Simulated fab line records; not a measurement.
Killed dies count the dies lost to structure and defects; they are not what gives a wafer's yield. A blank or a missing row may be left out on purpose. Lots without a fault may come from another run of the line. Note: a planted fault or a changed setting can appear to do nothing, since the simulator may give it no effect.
fab line records	flow n5-finfet
record lots=7	wafers=39
route steps=1938 shown SD_EPI_N@278 MOL_CONTACT_COAG@542 BEOL_M0@721 BEOL_M3@969
start-h: hours from the record's opening day to when the first of the lot's shown wafers began	wait-h: hours elapsed since this lot's preceding step	" identical to the entry in the row above	L1.1+2: one row covering several wafers at once	- no value, or no start given	* or withheld: withheld	< > ~ a bound
route shown NAME@n: a module of which the file shows steps, and the number in the route of the first	usual: mean/standard deviation taken from wafers without a fault	same: alike in all rows	chamber/n: place in a boat	sites: readings site by site	_std_site: standard deviation across them	_edge_site: the outer-site mean with the inner-site mean subtracted	radius-mm: for every site, how far away it sits from the centre of the wafer	mask NAME#n: copy n	behind: the last tool/chamber to shape the wafer	hold: reason for holding the lot/hours on hold/outcome of the hold	device: which transistor (n, p or np) failed to switch	end of line: the tests these same wafers got at the end of their route	step lacking rows: just its recipe	killed: not the wafer's yield, but the dies lost to structure and defects at the first sort	map: per-die view of a wafer (x killed, . not killed, _ where there is no die)
set.NAME: the setting that was run; set.NAME@STEP: the one run at that earlier step	model.NAME: the simulator's own value behind a step, which no gauge read
one table per step and one row per wafer, for lots whose settings were changed on purpose
## steps
# step N5_SD_EPI_N_ETCH_45
# recipe chemistry=CH3F/O2	target=SiOCN	target-depth-a=60	mask-material=SOC	ion-energy-ev=60	bias-w=29	pressure-mtorr=15	source-w=410	Ar_flow_sccm=150	CH3F_flow_sccm=30	O2_flow_sccm=20
lot.wafer	tool	chamber	start-h	wait-h	set.target-depth-a	model.etch.depth-nm
L077.1	rie-diel-01	2	72.15	0.1	60	6.05
L077.2	"	1	"	"	60	5.999
L077.3	"	0	"	"	60	6.051
L077.4	"	3	"	"	60	6.107
L077.5	"	2	"	"	60	6.07
L077.6	"	1	"	"	60	6.024
L078.1	rie-diel-02	3	72.72	0.1	89.75	9.083
L078.2	"	0	"	"	60	6.028
L078.3	"	1	"	"	60	5.951
L078.4	"	2	"	"	89.75	8.742
L078.5	"	2	"	"	60	5.802
L078.6	"	3	"	"	89.75	9.053
L079.1	rie-diel-01	1	81.77	0.1	88.43	8.762
L079.2	"	2	"	"	88.43	8.891
L079.3	"	0	"	"	60	6.093
L079.4	"	3	"	"	88.43	9.011
L079.5	"	0	"	"	60	6.078
L079.6	"	1	"	"	60	5.944
L087.4	rie-diel-01	2	131.09	0.1	60	6
L087.5	"	3	"	"	60	6.05
L087.6	"	0	"	"	60	6.012
L088.1	rie-diel-01	1	135.22	0.1	60	5.952
L088.2	"	0	"	"	60	6.08
L088.3	"	2	"	"	73.36	7.228
L088.4	"	3	"	"	73.36	7.388
L088.5	"	3	"	"	73.36	7.41
L088.6	"	2	"	"	60	5.97
L091.1	rie-diel-01	3	150.41	0.1	79.21	8.026
L091.2	"	1	"	"	79.21	7.824
L091.3	"	0	"	"	60	6.066
L091.4	"	2	"	"	60	5.91
L091.5	"	0	"	"	60	6.058
L091.6	"	3	"	"	79.21	8.019
L095.1	rie-diel-01	1	176.55	0.1	60	5.98
L095.2	"	0	"	"	60	6.078
L095.3	"	2	"	"	60	5.962
L095.4	"	3	"	"	60	6.088
L095.5	"	2	"	"	60	6.037
L095.6	"	3	"	"	60	6.059
# step N5_MOL_CONTACT_COAG_PRECLEAN_111
# recipe chemistry=NF3:NH3	afs-cycles=1	temp-c=30	time-s=20	sublimation-temp-c=180	sublimation-time-s=60	pressure-torr=3	rf-power-w=30
lot.wafer	tool	chamber	start-h	wait-h	set.time-s
L077.1+2+3+4+5+6	remote-plasma-02	0	115.46	0.9	20
L078.1+2+3+4+5+6	remote-plasma-02	1	116.79	0.3	20
L079.1+2+6	remote-plasma-02	0	125.32	0.2	20
L079.3+4+5	"	0	"	"	30.6
L087.4+5+6	remote-plasma-02	1	173.25	0.2	20
L088.1+3+5	remote-plasma-01	0	174.67	0.2	10.82
L088.2+4+6	"	0	"	"	20
L091.1+2+3+4+5+6	remote-plasma-02	1	189.54	0.3	20
L095.1+5+6	remote-plasma-01	1	215.53	0.2	31.21
L095.2+3+4	"	1	"	"	20
# step N5_MOL_CONTACT_COAG_TI_SIL_19
# recipe material=Ti	target-thk-a=42	temp-c=200	chamber-pressure-pa=5	power-w=5000	time-s=15
# step N5_MOL_CONTACT_COAG_ALD_20
# recipe material=TiN	target-thk-a=15	temp-c=400	ald-precursor-family=TiCl4	ald-co-reactant=NH3	pulse-time-s=1	purge-time-s=3	co-reactant-purge-time-s=2	co-reactant-pulse-time-s=2	ald-cycles=68	pressure-torr=3
# step N5_MOL_CONTACT_COAG_PRECLEAN_125
# recipe chemistry=DIW	time-s=57.5	temp-c=23
# step N5_MOL_CONTACT_COAG_SRD_126
# recipe dry-time-s=32	dry=n2-spin	spin-rpm=1500
# step N5_MOL_CONTACT_COAG_CMP_23
# recipe stop-on=SiO2	t-overpolish-s=1.5	post-cmp-clean=cu-alkaline	down-force-psi=2	platen-rpm=50.289	pad-velocity-m-s=1.0006	target-thk-nm=0
lot.wafer	tool	chamber	start-h	wait-h	set.time-s@MOL_CONTACT_COAG_PRECLEAN_111	model.SiNx_of_GATE_CUT_SAC_CAP_01.thk-nm
L077.1+2+4+5+6	cmp-03	2,3,0,2,3	119.12	0.0	20	18.2
L077.3	"	1	"	"	20	18.4
L078.4+2+1+5+6	cmp-03	1,2,0,1,2	120.69	0.0	20	18.2
L078.3	"	3	"	"	20	18.4
L079.4	cmp-04	2	131.45	0.1	30.6	18
L079.1+2	"	3,0	"	"	20	18.4
L079.3+5	"	1,2	"	"	30.6	17.8
L079.6	"	3	"	"	20	18.2
L087.4+6+5	cmp-03	2,0,1	177.84	0.1	20	18.2
L088.4	cmp-04	0	181.20	0.0	20	18.2
L088.2+6	"	1,0	"	"	20	18.4
L088.1+3+5	"	2,3,1	"	"	10.82	18.6
L091.1+4+2+3+6+5	cmp-02	0,1,2,3,0,1	197.06	0.0	20	18.2
L095.2+4	cmp-03	2,0	219.90	0.0	20	18.2
L095.1+5	"	3	"	"	31.21	17.8
L095.3	"	1	"	"	20	18
L095.6	"	2	"	"	31.21	17.6
# step N5_MOL_CONTACT_COAG_WET_ETCH_26
# recipe target=Co	target-depth-nm=13
# step N5_MOL_CONTACT_COAG_WET_ETCH_116
# recipe chemistry=SC1-inhibited	target-depth-nm=4.6	dry=ipa-marangoni	rinse-time-s=30	rinse-temp-c=23
lot.wafer	tool	chamber	start-h	wait-h	set.time-s@MOL_CONTACT_COAG_PRECLEAN_111	model.SiNx_of_GATE_CUT_SAC_CAP_01.thk-nm
L077.1+2+4+5+6	wet-bench-01	2,3,4,1,6	119.63	0.0	20	18.2
L077.3	"	5	"	"	20	18.4
L078.1+2+4+5+6	wet-bench-01	6,5,1,3,2	121.21	0.0	20	18.2
L078.3	"	4	"	"	20	18.4
L079.1+2+6	wet-bench-01	7,0,6	131.95	0.0	20	18.2
L079.3+5	"	5,3	"	"	30.6	17.8
L079.4	"	4	"	"	30.6	18
L087.4+5+6	wet-bench-01	4,2,1	178.52	0.0	20	18.2
L088.1+5	wet-bench-03	3,4	181.70	0.0	10.82	18.6
L088.2+4+6	"	1,5,0	"	"	20	18.2
L088.3	"	2	"	"	10.82	18.4
L091.1+2+3+4+5+6	wet-bench-01	0,7,2,5,6,1	197.59	0.0	20	18.2
L095.1	wet-bench-01	7	220.40	0.0	31.21	17.8
L095.2+3	"	5,0	"	"	20	18
L095.4	"	6	"	"	20	18.2
L095.5+6	"	2,1	"	"	31.21	17.6
# step N5_MOL_CONTACT_COAG_ALD_27
# recipe material=SiOC	target-thk-a=170	temp-c=400	ald-precursor-family=carbosiloxane	ald-co-reactant=H2-plasma	pulse-time-s=1.5	time-s=2720	purge-time-s=2	co-reactant-purge-time-s=2	ald-cycles=340	pressure-torr=2
# step N5_MOL_CONTACT_COAG_CMP_28
# recipe stop-on=SiNx	t-overpolish-s=0.85	post-cmp-clean=alkaline-brush	down-force-psi=4.15	platen-rpm=51.8	pad-velocity-m-s=1.0307	target-thk-nm=14.522
# step N5_MOL_CONTACT_COAG_THK_MEAS_29
# recipe reads=SiNx_of_GATE_CUT_PECVD_57+SiNx_of_GATE_CUT_SAC_CAP_01
# usual MD_CAP_THK=17.89/0.086
lot.wafer	tool	chamber	start-h	wait-h	set.time-s@MOL_CONTACT_COAG_PRECLEAN_111	MD_CAP_THK[nm]
L077.1	film-metro-02	-	121.84	-	20	17.83
L077.2	"	-	"	"	20	17.90
L077.3	"	-	"	"	20	18.04
L077.4	"	-	"	"	20	17.91
L077.5	"	-	"	"	20	17.92
L077.6	"	-	"	"	20	17.90
L078.1	film-metro-02	-	123.41	-	20	17.81
L078.2	"	-	"	"	20	17.88
L078.3	"	-	"	"	20	18.07
L078.4	"	-	"	"	20	17.86
L078.5	"	-	"	"	20	17.85
L078.6	"	-	"	"	20	17.82
L079.1	film-metro-01	-	134.13	-	20	18.00
L079.2	"	-	"	"	20	17.99
L079.3	"	-	"	"	30.6	17.51
L079.4	"	-	"	"	30.6	17.65
L079.5	"	-	"	"	30.6	17.52
L079.6	"	-	"	"	20	17.88
L087.4	film-metro-01	-	180.72	-	20	17.97
L087.5	"	-	"	"	20	17.85
L087.6	"	-	"	"	20	17.83
L088.1	film-metro-01	-	185.86	-	10.82	18.27
L088.2	"	-	"	"	20	18.00
L088.3	"	-	"	"	10.82	18.11
L088.4	"	-	"	"	20	17.98
L088.5	"	-	"	"	10.82	18.41
L088.6	"	-	"	"	20	17.98
L091.1	film-metro-01	-	199.77	-	20	17.91
L091.2	"	-	"	"	20	17.92
L091.3	"	-	"	"	20	17.87
L091.4	"	-	"	"	20	17.94
L091.5	"	-	"	"	20	17.93
L091.6	"	-	"	"	20	17.91
L095.1	film-metro-01	-	222.59	-	31.21	17.46
L095.2	"	-	"	"	20	17.82
L095.3	"	-	"	"	20	17.68
L095.4	"	-	"	"	20	17.92
L095.5	"	-	"	"	31.21	17.35
L095.6	"	-	"	"	31.21	17.26
# step N5_MOL_CONTACT_COAG_ALD_123
# recipe material=SiNx	target-thk-a=50	temp-c=400	ald-precursor-family=SiH2I2	ald-co-reactant=N2/H2-plasma	pulse-time-s=1	purge-time-s=2	co-reactant-purge-time-s=2	ald-cycles=100	pressure-torr=2
# step N5_MOL_CONTACT_COAG_PECVD_31
# recipe material=SiO2	target-thk-a=460	temp-c=400	precursor=TEOS/O2	pressure-torr=6.5	rf-w=withheld	teos-flow-sccm=withheld	gas=O2	flow-sccm=2650	time-s=8.9
# step N5_MOL_CONTACT_COAG_VIA_ETCH_46
# recipe chemistry=C4F6/O2	target-depth-a=460	overetch-a=92	mask-material=SOC	target=SiO2	bias-w=455	pressure-mtorr=10	time-s=40	source-w=325	Ar_flow_sccm=300	C4F6_flow_sccm=10	O2_flow_sccm=10	ion-energy-ev=575.3	ends=end-point
# step N5_MOL_CONTACT_COAG_STRIP_96
# recipe chemistry=N2/H2	power-w=500	temp-c=40	pressure-mtorr=50	rf-frequency-hz=6e+07	overash-fraction=0.3	bias-power-w=28	h2-frac=0.5	n2-flow-sccm=300	h2-flow-sccm=300
# step N5_MOL_CONTACT_COAG_ETCH_47
# recipe chemistry=CH3F/O2	target=SiNx	target-depth-a=270	mask-material=SiO2	stop-on=W	over-etch-frac=0.2	ion-energy-ev=120	endpoint=OES-CN	pressure-mtorr=30	source-w=395	bias-w=73	Ar_flow_sccm=150	CH3F_flow_sccm=30	O2_flow_sccm=20	ends=end-point
lot.wafer	tool	chamber	start-h	wait-h	set.time-s@MOL_CONTACT_COAG_PRECLEAN_111	model.etch.depth-nm
L077.1	rie-diel-05	1	123.42	0.0	20	17.84
L077.2	"	0	"	"	20	17.86
L077.3	"	2	"	"	20	18.04
L077.4	"	3	"	"	20	17.88
L077.5	"	2	"	"	20	17.9
L077.6	"	3	"	"	20	17.94
L078.1	rie-diel-02	1	125.29	0.0	20	17.87
L078.2+4	"	2,3	"	"	20	17.89
L078.3	"	0	"	"	20	18.07
L078.5	"	2	"	"	20	17.86
L078.6	"	1	"	"	20	17.84
L079.1	rie-diel-01	2	135.77	0.0	20	18.03
L079.2	"	1	"	"	20	17.98
L079.3+5	"	0,2	"	"	30.6	17.52
L079.4	"	3	"	"	30.6	17.7
L079.6	"	1	"	"	20	17.88
L087.4	rie-diel-02	1	182.46	0.0	20	17.95
L087.5	"	0	"	"	20	17.88
L087.6	"	2	"	"	20	17.89
L088.1	rie-diel-01	0	187.67	0.0	10.82	18.24
L088.2	"	3	"	"	20	18.02
L088.3	"	2	"	"	10.82	18.17
L088.4	"	1	"	"	20	17.94
L088.5	"	1	"	"	10.82	18.32
L088.6	"	2	"	"	20	17.96
L091.1	rie-diel-05	0	201.46	0.0	20	17.93
L091.2	"	1	"	"	20	17.89
L091.3	"	3	"	"	20	17.85
L091.4	"	2	"	"	20	17.95
L091.5+6	"	1,0	"	"	20	17.92
L095.1	rie-diel-02	1	225.14	0.0	31.21	17.5
L095.2	"	2	"	"	20	17.81
L095.3	"	3	"	"	20	17.66
L095.4	"	0	"	"	20	17.94
L095.5	"	3	"	"	31.21	17.38
L095.6	"	2	"	"	31.21	17.26
# step N5_BEOL_M0_TRENCH_ETCH_107
# recipe chemistry=C4F6/O2	target-depth-a=328	target=SiOC	time-s=16.4	ion-energy-ev=250	pressure-mtorr=30	source-w=355	bias-w=185	Ar_flow_sccm=300	C4F6_flow_sccm=10	O2_flow_sccm=10
lot.wafer	tool	chamber	start-h	wait-h	set.target-depth-a	model.BEOL_M0.feature-depth-nm
L077.1	rie-diel-02	0	139.34	0.0	328	32.8
L077.2	"	1	"	"	216.4	21.6
L077.3	"	3	"	"	216.4	22.2
L077.4	"	2	"	"	216.4	21.8
L077.5	"	3	"	"	328	33.4
L077.6	"	2	"	"	328	33
L078.1+3	rie-diel-01	1,2	141.21	0.0	259.8	25.8
L078.2+5+6	"	0,0,3	"	"	328	33
L078.4	"	3	"	"	259.8	26.2
L079.1	rie-diel-02	1	151.59	0.0	328	32.4
L079.2	"	3	"	"	328	33.4
L079.3+4+6	"	0,2,2	"	"	328	32.8
L079.5	"	3	"	"	328	33.2
L087.4	rie-diel-02	2	197.97	0.0	328	33
L087.5	"	3	"	"	328	33.4
L087.6	"	0	"	"	328	32.8
L088.1+5	rie-diel-01	2,1	203.55	0.0	328	32.8
L088.2+4	"	1,3	"	"	328	33.2
L088.3+6	"	0,2	"	"	328	33
L091.1	rie-diel-01	3	215.85	0.0	421.1	42
L091.2	"	1	"	"	421.1	41.4
L091.3	"	2	"	"	421.1	41.2
L091.4	"	0	"	"	328	32.6
L091.5+6	"	1,0	"	"	328	32.4
L095.1	rie-diel-01	0	244.15	0.0	328	33
L095.2+5	"	1	"	"	328	34
L095.3+6	"	3,0	"	"	328	32.8
L095.4	"	2	"	"	328	32.2
# step N5_BEOL_M0_STRIP_142
# recipe chemistry=N2/H2	time-s=10	power-w=450	temp-c=40	pressure-mtorr=20	rf-frequency-hz=6e+07	bias-power-w=7	n2-flow-sccm=200	h2-flow-sccm=200
# step N5_BEOL_M0_OCD_MEAS_108
# usual trench-depth-nm=32.9/0.47
lot.wafer	tool	chamber	start-h	wait-h	set.target-depth-a@BEOL_M0_TRENCH_ETCH_107	trench-depth-nm
L077.1	ocd-01	-	139.44	0.1	328	32.4
L077.2	"	-	"	"	216.4	21.4
L077.3	"	-	"	"	216.4	22.0
L077.4	"	-	"	"	216.4	22.2
L077.5	"	-	"	"	328	33.6
L077.6	"	-	"	"	328	32.9
L078.1	ocd-01	-	141.32	0.1	259.8	26.4
L078.2	"	-	"	"	328	33.0
L078.3	"	-	"	"	259.8	25.8
L078.4	"	-	"	"	259.8	25.7
L078.5	"	-	"	"	328	33.0
L078.6	"	-	"	"	328	33.0
L079.1	ocd-02	-	151.70	0.1	328	32.4
L079.2	"	-	"	"	328	33.4
L079.3	"	-	"	"	328	33.0
L079.4	"	-	"	"	328	32.8
L079.5	"	-	"	"	328	33.8
L079.6	"	-	"	"	328	33.0
L087.4	ocd-02	-	198.08	0.1	328	33.2
L087.5	"	-	"	"	328	33.5
L087.6	"	-	"	"	328	32.8
L088.1	ocd-01	-	203.66	0.1	328	32.5
L088.2	"	-	"	"	328	32.9
L088.3	"	-	"	"	328	32.6
L088.4	"	-	"	"	328	33.3
L088.5	"	-	"	"	328	33.1
L088.6	"	-	"	"	328	32.9
L091.1	ocd-01	-	215.96	0.1	421.1	42.1
L091.2	"	-	"	"	421.1	41.4
L091.3	"	-	"	"	421.1	40.6
L091.4	"	-	"	"	328	32.8
L091.5	"	-	"	"	328	32.3
L091.6	"	-	"	"	328	32.7
L095.1	ocd-02	-	244.25	0.1	328	33.1
L095.2	"	-	"	"	328	33.8
L095.3	"	-	"	"	328	32.8
L095.4	"	-	"	"	328	32.3
L095.5	"	-	"	"	328	33.8
L095.6	"	-	"	"	328	32.7
# step N5_BEOL_M3_DESCUM_33
# recipe chemistry=O2	time-s=7	source-power-w=50	bias-power-w=20	pressure-mtorr=20	rf-frequency-hz=2.712e+07	temp-c=40	resist=CAR-EUV	o2-flow-sccm=225
lot.wafer	tool	chamber	start-h	wait-h	set.time-s	model.CAR-EUV_of_BEOL_M3_COAT_22.thk-nm
L077.1+3+4+5+6	rie-diel-06	0,2,3,3,0	165.84	0.0	7	26.2
L077.2	"	1	"	"	7	26
L078.1	rie-diel-06	3	171.42	0.0	8.747	25.2
L078.2+4	"	1,2	"	"	7	26.2
L078.3+5	"	0,2	"	"	8.747	25.4
L078.6	"	1	"	"	7	26
L079.1+2+5	rie-diel-04	0,1,1	178.94	0.0	7	26
L079.3+4	"	2,3	"	"	3.79	27.6
L079.6	"	2	"	"	3.79	27.4
L088.1+2+5	rie-diel-03	2,3,3	232.48	0.5	7	26
L088.3+4+6	"	0,0,2	"	"	10.03	24.6
L087.4+5+6	rie-diel-03	0,3,2	233.63	0.4	7	26
L091.1+2	rie-diel-03	2,1	236.61	0.0	7	26.2
L091.3+4+5+6	"	0,3,1,0	"	"	7	26
L095.1	rie-diel-03	3	276.82	0.4	7	26
L095.2+3+6	"	0,1,0	"	"	8.176	25.2
L095.4+5	"	2,3	"	"	7	25.8
## key
split step=N5_SD_EPI_N_ETCH_45	setting=target-depth-a	stated=60	by=wafer
response step=N5_SD_EPI_N_ETCH_45	reading=model.etch.depth-nm	change=+0.0606	per=1%	r=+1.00
split step=N5_MOL_CONTACT_COAG_PRECLEAN_111	setting=time-s	stated=20	by=wafer
response step=N5_MOL_CONTACT_COAG_CMP_23	reading=model.SiNx_of_GATE_CUT_SAC_CAP_01.thk-nm	change=-0.00737	per=1%	r=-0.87
response step=N5_MOL_CONTACT_COAG_WET_ETCH_116	reading=model.SiNx_of_GATE_CUT_SAC_CAP_01.thk-nm	change=-0.00687	per=1%	r=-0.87
response step=N5_MOL_CONTACT_COAG_THK_MEAS_29	reading=MD_CAP_THK	change=-0.00734	per=1%	r=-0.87
response step=N5_MOL_CONTACT_COAG_ETCH_47	reading=model.etch.depth-nm	change=-0.00701	per=1%	r=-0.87
split step=N5_BEOL_M0_TRENCH_ETCH_107	setting=target-depth-a	stated=328	by=wafer
response step=N5_BEOL_M0_TRENCH_ETCH_107	reading=model.BEOL_M0.feature-depth-nm	change=+0.328	per=1%	r=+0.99
response step=N5_BEOL_M0_OCD_MEAS_108	reading=trench-depth-nm	change=+0.322	per=1%	r=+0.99
split step=N5_BEOL_M3_DESCUM_33	setting=time-s	stated=7	by=wafer
response step=N5_BEOL_M3_DESCUM_33	reading=model.CAR-EUV_of_BEOL_M3_COAT_22.thk-nm	change=-0.0332	per=1%	r=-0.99
